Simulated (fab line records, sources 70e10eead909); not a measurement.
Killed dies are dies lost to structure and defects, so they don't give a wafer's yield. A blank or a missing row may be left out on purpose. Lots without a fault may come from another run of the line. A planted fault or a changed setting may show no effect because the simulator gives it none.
fab line records | flow nand_harc
record lots=12 wafers=36 last_day=33
route steps=1302 shown P_M0@272 P_M1@292 END@1302
lots that met no fault: from a run of the same line without faults
start_h: hours from the record's first day to the start of the lot's first wafer shown | wait_h: hours since the lot's step before | " the same as in the row above | L1.1+2: a row that stands for several wafers | - no value, or no start given | * or withheld: withheld | < > ~ a bound
route shown NAME@n: a module of which the file shows steps, and the number in the route of the first | usual: mean/standard deviation of fault-free wafers | same: alike in all rows | chamber/n: place in a boat | sites: the reading at each site | _std_site: their standard deviation | _edge_site: outer sites' mean less inner sites' | radius_mm: how far each site lies from the wafer's centre | mask NAME#n: copy n | behind: the tool/chamber that last shaped the wafer | hold: why the lot was held/for how many hours/how that ended | device: the transistor (n, p or np) that didn't switch | end of line: the same wafers' tests at the end of the route | a step without rows: its recipe alone | killed: dies lost to structure and defects at the first sort, not the wafer's yield | map: a wafer's dies, x killed, . not, _ none there
set.NAME: the setting as run; set.NAME@STEP: as run at that earlier step | model.NAME: the simulator's own value behind a step, which no gauge read
steps of the route over a sample of lots; a table a step, a row a wafer
services: from which hour (start_h, from the record's first day; less than 0 if before it) a tool's chamber was out of use, for how many hours, and why
## steps
# step NHARC_P_M0_DEGAS_28
# recipe temp_c=250 time_s=60
# usual heater_power_w=337/27
# columns lot.wafer tool chamber start_h wait_h heater_power_w
L886.1 pvd_sputter-01 - 126.50 - 367
L886.2 " - " " 382
L886.6 " - " " 349
L888.1 pvd_sputter-02 - 150.54 - 327
L888.2 " - " " 336
L888.6 " - " " 306
L889.2 pvd_sputter-03 - 158.99 - 330
L889.3 " - " " 372
L889.6 " - " " 315
L891.3 pvd_sputter-01 - 177.22 - 372
L891.2 " - " " 335
L891.1 " - " " 382
L892.3 pvd_sputter-02 - 189.36 - 315
L892.4 " - " " 337
L892.2 " - " " 315
L893.1 pvd_sputter-01 - 202.87 - 342
L893.2 " - " " 335
L893.5 " - " " 382
L895.4 pvd_sputter-01 - 223.44 - 376
L895.6 " - " " 356
L895.5 " - " " 343
L898.1 pvd_sputter-02 - 251.42 - 309
L898.4 " - " " 324
L898.6 " - " " 309
L900.2 pvd_sputter-03 - 266.38 - 366
L900.6 " - " " 353
L900.5 " - " " 293
L905.4 pvd_sputter-02 - 324.36 - 343
L905.3 " - " " 338
L905.6 " - " " 334
L907.3 pvd_sputter-02 - 343.02 - 339
L907.2 " - " " 333
L907.6 " - " " 339
L908.4 pvd_sputter-02 - 350.23 - 334
L908.3 " - " " 298
L908.2 " - " " 351
# step NHARC_P_M0_INSPECT_27
# usual raw_defect_count=326/180
# columns lot.wafer tool chamber start_h wait_h raw_defect_count
L886.1 defect_inspect-02 - 128.05 0.0 227
L886.2 " - " " 264
L886.6 " - " " 378
L888.1 defect_inspect-02 - 152.27 0.0 235
L888.2 " - " " 225
L888.6 " - " " 327
L889.2 defect_inspect-02 - 160.54 0.0 480
L889.3 " - " " 372
L889.6 " - " " 254
L891.1 defect_inspect-01 - 178.76 0.0 495
L891.2 " - " " 857
L891.3 " - " " 474
L892.2 defect_inspect-02 - 190.91 0.0 584
L892.3 " - " " 345
L892.4 " - " " 440
L893.1 defect_inspect-02 - 204.44 0.0 242
L893.2 " - " " 190
L893.5 " - " " 278
L895.4 defect_inspect-02 - 224.98 0.0 253
L895.5 " - " " 114
L895.6 " - " " 342
L898.1 defect_inspect-02 - 253.00 0.0 358
L898.4 " - " " 479
L898.6 " - " " 242
L900.2 defect_inspect-01 - 267.94 0.0 248
L900.5 " - " " 177
L900.6 " - " " 187
L905.3 defect_inspect-01 - 325.95 0.0 185
L905.4 " - " " 187
L905.6 " - " " 203
L907.2 defect_inspect-01 - 344.59 0.0 250
L907.3 " - " " 192
L907.6 " - " " 451
L908.2 defect_inspect-01 - 351.78 0.0 433
L908.3 " - " " 267
L908.4 " - " " 235
# step NHARC_P_M1_EXPOSE_06
# recipe na=1.35 target_cd_nm=130 dose_mj=81.88 mask_id=P_M1
# usual exposure_dose_mJ_cm2=81.77/0.089
# columns lot.wafer tool chamber start_h wait_h mask exposure_dose_mJ_cm2
L886.1 arfi_scanner-01 0 129.31 - P_M1#0 81.78
L886.2 " 0 " " P_M1#0 81.75
L886.6 " 0 " " P_M1#0 81.66
L888.1 arfi_scanner-01 0 153.55 - P_M1#0 81.94
L888.2 " 0 " " P_M1#0 81.90
L888.6 " 0 " " P_M1#0 81.84
L889.2 arfi_scanner-01 0 161.65 - P_M1#0 81.73
L889.3 " 0 " " P_M1#0 81.78
L889.6 " 0 " " P_M1#0 81.76
L891.1 arfi_scanner-02 0 180.03 - P_M1#0 81.79
L891.2 " 0 " " P_M1#0 81.88
L891.3 " 0 " " P_M1#0 81.85
L892.2 arfi_scanner-01 0 192.16 - P_M1#0 70.41
L892.3 " 0 " " P_M1#0 70.37
L892.4 " 0 " " P_M1#0 70.42
L893.1 arfi_scanner-02 0 205.70 - P_M1#0 81.91
L893.2 " 0 " " P_M1#0 81.83
L893.5 " 0 " " P_M1#0 81.82
L895.4 arfi_scanner-01 0 226.29 - P_M1#0 72.67
L895.5 " 0 " " P_M1#0 72.50
L895.6 " 0 " " P_M1#0 72.61
L898.1 arfi_scanner-03 0 254.26 - P_M1#0 81.75
L898.4 " 0 " " P_M1#0 81.68
L898.6 " 0 " " P_M1#0 81.57
L900.2 arfi_scanner-02 0 269.20 - P_M1#0 81.86
L900.5 " 0 " " P_M1#0 81.88
L900.6 " 0 " " P_M1#0 81.94
L905.3 arfi_scanner-02 0 327.21 - P_M1#0 81.87
L905.4 " 0 " " P_M1#0 81.69
L905.6 " 0 " " P_M1#0 81.83
L907.2 arfi_scanner-02 0 345.85 - P_M1#0 81.74
L907.3 " 0 " " P_M1#0 81.83
L907.6 " 0 " " P_M1#0 81.82
L908.2 arfi_scanner-03 0 353.04 - P_M1#0 81.81
L908.3 " 0 " " P_M1#0 81.62
L908.4 " 0 " " P_M1#0 81.88
# step NHARC_P_M1_CD_MEAS_09
# recipe target_cd_nm=130 landing_energy_ev=500
# usual cd_nm=130.3/0.76
# same landing_energy_ev=500
# columns lot.wafer tool chamber start_h wait_h hold cd_nm
L886.1 cd_sem-01 0 129.44 - - 131.4
L886.2 " 0 " " - 132.0
L886.6 " 0 " " - 131.2
L888.1 cd_sem-01 0 153.69 - - 130.5
L888.2 " 0 " " - 130.7
L888.6 " 0 " " - 131.1
L889.2 cd_sem-01 0 161.78 - - 128.8
L889.3 " 0 " " - 129.7
L889.6 " 0 " " - 131.0
L891.1 cd_sem-03 0 180.17 - - 131.0
L891.2 " 0 " " - 131.7
L891.3 " 0 " " - 130.7
L892.2 cd_sem-03 0 192.30 - await_dispo/0.2h/release 121.8
L892.3 " 0 " " await_dispo/0.2h/release 120.7
L892.4 " 0 " " await_dispo/0.2h/release 121.1
L892.2 cd_sem-03 0 - - - 121.6
L892.3 " 0 " " - 120.7
L892.4 " 0 " " - 120.8
L893.1 cd_sem-01 0 205.84 - - 129.3
L893.2 " 0 " " - 129.6
L893.5 " 0 " " - 130.5
L895.4 cd_sem-03 0 226.43 - await_dispo/0.2h/release 122.8
L895.5 " 0 " " await_dispo/0.2h/release 123.4
L895.6 " 0 " " await_dispo/0.2h/release 123.1
L895.4 cd_sem-03 0 - - - 123.0
L895.5 " 0 " " - 123.4
L895.6 " 0 " " - 123.3
L898.1 cd_sem-02 0 254.40 - - 130.1
L898.4 " 0 " " - 129.8
L898.6 " 0 " " - 130.7
L900.2 cd_sem-02 0 269.34 - - 131.1
L900.5 " 0 " " - 130.5
L900.6 " 0 " " - 130.3
L905.3 cd_sem-03 0 327.34 - - 130.6
L905.4 " 0 " " - 129.8
L905.6 " 0 " " - 129.5
L907.2 cd_sem-02 0 345.98 - - 130.1
L907.3 " 0 " " - 129.8
L907.6 " 0 " " - 129.6
L908.2 cd_sem-03 0 353.18 - - 129.9
L908.3 " 0 " " - 131.5
L908.4 " 0 " " - 130.6
# step NHARC_P_M1_INSPECT_11
# usual raw_defect_count=4.6/2.5
# columns lot.wafer tool chamber start_h wait_h raw_defect_count
L886.1 defect_inspect-01 - 129.57 0.0 6
L886.2 " - " " 10
L886.6 " - " " 6
L888.1 defect_inspect-02 - 153.81 0.0 5
L888.2 " - " " 6
L888.6 " - " " 3
L889.2 defect_inspect-01 - 161.91 0.0 4
L889.3 " - " " 8
L889.6 " - " " 8
L891.1 defect_inspect-01 - 180.30 0.0 4
L891.2 " - " " 10
L891.3 " - " " 6
L892.2 defect_inspect-01 - 197.27 0.0 3
L892.3 " - " " 5
L892.4 " - " " 1
L893.1 defect_inspect-02 - 205.96 0.0 3
L893.2 " - " " 4
L893.5 " - " " 9
L895.4 defect_inspect-01 - 228.20 0.0 6
L895.5 " - " " 4
L895.6 " - " " 3
L898.1 defect_inspect-01 - 254.52 0.0 7
L898.4 " - " " 2
L898.6 " - " " 4
L900.2 defect_inspect-01 - 269.46 0.0 8
L900.5 " - " " 6
L900.6 " - " " 3
L905.3 defect_inspect-01 - 327.48 0.0 3
L905.4 " - " " 1
L905.6 " - " " 3
L907.2 defect_inspect-01 - 346.11 0.0 6
L907.3 " - " " 5
L907.6 " - " " 2
L908.2 defect_inspect-01 - 353.30 0.0 2
L908.3 " - " " 6
L908.4 " - " " 2
# step NHARC_END_SORT_01
# recipe temp_c=25
# usual defect_limited_yield=90/3.8 killed_at_array=61/26 killed_at_other=0.8/1.1 killed_at_periphery=4.0/2.6 killed_dies=66/26 killed_open=3.1/1.7 killed_short=2.5/1.5
# same gross_dies=677
# columns lot.wafer tool chamber start_h wait_h defect_limited_yield[%] killed_at_array killed_at_other killed_at_periphery killed_dies killed_open killed_short
L888.1 prober-01 0 575.49 2.5 95 29 1 6 36 7 3
L888.2 prober-01 0 576.30 2.8 95 25 0 7 32 4 4
L888.6 prober-01 0 579.55 4.1 96 24 0 4 28 3 2
L892.2 prober-01 0 626.97 2.8 84 94 0 11 105 0 2
L892.3 prober-01 0 627.76 3.1 82 118 0 5 123 8 2
L892.4 prober-01 0 628.56 3.4 84 99 0 8 107 4 2
L895.4 prober-01 0 667.89 3.4 92 48 1 4 53 5 2
L895.5 prober-01 0 668.69 3.7 92 50 0 2 52 0 2
L895.6 prober-01 0 669.50 4.0 92 54 0 3 57 3 3
L900.2 prober-01 0 711.43 2.8 95 26 0 5 31 3 3
L900.5 prober-01 0 713.85 3.7 96 23 0 4 27 5 2
L900.6 prober-01 0 714.66 4.0 94 39 0 4 43 6 0
L905.3 prober-01 0 772.45 3.1 93 44 3 2 49 5 1
L905.4 prober-01 0 773.26 3.4 94 38 1 0 39 1 4
L905.6 prober-01 0 774.87 4.0 92 50 1 2 53 2 1
# killed by level:class
L888.1 A_CHANNEL_HOLE_D2:chamber_film_flake=10 A_CONTACT:chamber_film_flake=6 A_CHANNEL_HOLE_D1:chamber_film_flake=3 P_GATE:chamber_film_flake=2 A_STAIRCASE:chamber_film_flake=2 A_WL_FILL:chamber_film_flake=2 P_STI:geometric_particle:short=1 P_GATE:geometric_particle:open=1
L888.2 A_CHANNEL_HOLE_D2:chamber_film_flake=8 P_GATE:chamber_film_flake=3 A_STAIRCASE:chamber_film_flake=3 A_WL_FILL:chamber_film_flake=3 P_M1:geometric_particle:short=2 A_ONON_D2:geometric_particle:short=2 A_CHANNEL_HOLE_D1:chamber_film_flake=2 A_CONTACT:chamber_film_flake=2
L888.6 A_CHANNEL_HOLE_D2:chamber_film_flake=9 A_CONTACT:chamber_film_flake=4 P_GATE:chamber_film_flake=3 A_CHANNEL_HOLE_D1:chamber_film_flake=2 A_STAIRCASE:chamber_film_flake=2 P_M0:geometric_particle:open=1 A_SOURCE_PLATE:geometric_particle:open=1 A_SOURCE_PLATE:geometric_particle:short=1
L892.2 A_CHANNEL_HOLE_D2:chamber_film_flake=28 A_SLIT:chamber_film_flake=28 A_CHANNEL_HOLE_D1:chamber_film_flake=25 P_BONDPAD:chamber_film_flake=5 A_CONTACT:chamber_film_flake=5 A_STAIRCASE:chamber_film_flake=3 P_CONTACT:chamber_film_flake=2 P_M2:chamber_film_flake=2
L892.3 A_CHANNEL_HOLE_D2:chamber_film_flake=37 A_CHANNEL_HOLE_D1:chamber_film_flake=32 A_SLIT:chamber_film_flake=31 A_CONTACT:chamber_film_flake=7 A_ONON_D1:geometric_particle:open=2 A_DECK1_JOINT:geometric_particle:open=2 P_GATE:chamber_film_flake=2 P_M0:geometric_particle:short=1
L892.4 A_SLIT:chamber_film_flake=31 A_CHANNEL_HOLE_D2:chamber_film_flake=29 A_CHANNEL_HOLE_D1:chamber_film_flake=27 P_BONDPAD:chamber_film_flake=5 A_CHANNEL_FILL_D2:chamber_film_flake=3 A_ONON_D1:geometric_particle:short=2 A_STAIRCASE:chamber_film_flake=2 P_CONTACT:geometric_particle:open=1
L895.4 A_SLIT:chamber_film_flake=37 A_CONTACT:chamber_film_flake=4 P_GATE:chamber_film_flake=2 P_CONTACT:geometric_particle:open=1 P_M1:geometric_particle:open=1 A_DECK1_JOINT:geometric_particle:short=1 A_CONTACT:geometric_particle:open=1 A_M0:geometric_particle:open=1
L895.5 A_SLIT:chamber_film_flake=39 A_CONTACT:chamber_film_flake=3 P_STI:chamber_film_flake=2 A_CHANNEL_HOLE_D1:chamber_film_flake=2 A_CHANNEL_HOLE_D2:chamber_film_flake=2 A_CHANNEL_FILL_D1:geometric_particle:short=1 A_DECK1_JOINT:geometric_particle:short=1 A_STAIRCASE:chamber_film_flake=1
L895.6 A_SLIT:chamber_film_flake=40 A_CHANNEL_FILL_D2:geometric_particle:open=2 A_CHANNEL_HOLE_D1:chamber_film_flake=2 A_CONTACT:chamber_film_flake=2 A_CHANNEL_FILL_D1:geometric_particle:short=1 A_DECK1_JOINT:geometric_particle:short=1 A_WL_FILL:geometric_particle:short=1 A_M0:geometric_particle:open=1
L900.2 A_CHANNEL_HOLE_D1:chamber_film_flake=7 A_CONTACT:chamber_film_flake=5 A_SLIT:chamber_film_flake=4 P_M0:chamber_film_flake=3 A_STAIRCASE:chamber_film_flake=3 P_M0:geometric_particle:open=2 A_ONON_D1:geometric_particle:short=1 A_CHANNEL_FILL_D1:geometric_particle:short=1
L900.5 A_CHANNEL_HOLE_D1:chamber_film_flake=11 A_SLIT:chamber_film_flake=4 A_STAIRCASE:chamber_film_flake=2 P_M0:geometric_particle:open=1 P_M1:geometric_particle:short=1 A_CHANNEL_FILL_D1:geometric_particle:open=1 A_DECK1_JOINT:geometric_particle:open=1 A_ONON_D2:geometric_particle:open=1
L900.6 A_CHANNEL_HOLE_D1:chamber_film_flake=15 A_SLIT:chamber_film_flake=7 A_CONTACT:chamber_film_flake=6 A_STAIRCASE:chamber_film_flake=4 P_M0:chamber_film_flake=2 P_M1:geometric_particle:open=1 A_SOURCE_PLATE:geometric_particle:open=1 A_CHANNEL_FILL_D1:geometric_particle:open=1
L905.3 A_CHANNEL_HOLE_D1:chamber_film_flake=20 A_SLIT:chamber_film_flake=9 A_STAIRCASE:chamber_film_flake=5 A_WL_FILL:chamber_film_flake=3 A_CHANNEL_FILL_D2:chamber_film_flake=2 THIN_TSV:chamber_film_flake=2 P_GATE:geometric_particle:open=1 A_CHANNEL_HOLE_D1:geometric_particle:open=1
L905.4 A_CHANNEL_HOLE_D1:chamber_film_flake=13 A_SLIT:chamber_film_flake=5 A_SGD_CUT:chamber_film_flake=4 A_CHANNEL_FILL_D2:chamber_film_flake=3 A_ONON_D1:geometric_particle:short=2 A_STAIRCASE:chamber_film_flake=2 A_CONTACT:chamber_film_flake=2 A_M0:chamber_film_flake=2
L905.6 A_CHANNEL_HOLE_D1:chamber_film_flake=22 A_SLIT:chamber_film_flake=8 A_SGD_CUT:chamber_film_flake=5 A_CONTACT:chamber_film_flake=5 A_CHANNEL_FILL_D2:chamber_film_flake=3 A_STAIRCASE:chamber_film_flake=3 P_CONTACT:geometric_particle:open=1 A_SOURCE_PLATE:geometric_particle:open=1
## services
# columns tool chamber start_h hours kind
pvd_sputter-02 - 104.01 10.0 pm
arfi_scanner-02 - 108.27 0.3 repair
arfi_scanner-02 - 108.60 5.5 repair
arfi_scanner-02 - 121.62 1.7 repair
arfi_scanner-01 - 122.01 0.9 repair
arfi_scanner-02 - 140.00 4.0 pm
arfi_scanner-02 - 157.76 0.3 repair
arfi_scanner-03 - 157.89 0.2 repair
pvd_sputter-01 - 158.12 1.4 repair
pvd_sputter-02 - 169.53 5.6 repair
pvd_sputter-03 - 170.00 10.0 pm
arfi_scanner-03 - 196.00 4.0 pm
arfi_scanner-03 - 215.87 3.9 repair
pvd_sputter-01 - 226.03 10.0 pm
arfi_scanner-02 - 229.63 3.1 repair
pvd_sputter-02 - 238.18 2.4 repair
arfi_scanner-01 - 252.03 4.0 pm
arfi_scanner-02 - 260.58 0.3 repair
arfi_scanner-01 - 281.57 1.4 repair
pvd_sputter-02 - 282.01 10.0 pm
arfi_scanner-02 - 284.84 0.5 repair
pvd_sputter-03 - 288.72 68.7 repair
arfi_scanner-02 - 312.00 4.0 pm
arfi_scanner-01 - 338.34 0.3 repair
## key
first_sign step=NHARC_P_M1_EXPOSE_06 reading=exposure_dose_mJ_cm2 direction=down sigmas=99+ usual=81.77 struck=71.50
effect step=NHARC_P_M1_CD_MEAS_09 reading=visit direction=added through=control_loop
effect step=NHARC_P_M1_CD_MEAS_09 reading=cd_nm direction=down sigmas=11 usual=130.3 struck=122.1 through=control_loop
met_at NHARC_P_M1_EXPOSE_06
struck_lots L892,L895
loop_trim step=NHARC_P_M1_EXPOSE_06 setting=dose lots=L895
not_acting_at NHARC_P_M0_DEGAS_28,NHARC_P_M0_INSPECT_27,NHARC_P_M1_INSPECT_11
onset_between 161.65 192.16
fault kind=process_parameter_drift tool=arfi_scanner-01 chamber=- onset_h=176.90 steps=NHARC_P_M1_EXPOSE_06 channel=dose_mj offset=-11.403 shape=step acts_in=these_recipes_only stated=81.88
# loop_trim: a control loop set the setting to another value than it would have without faults
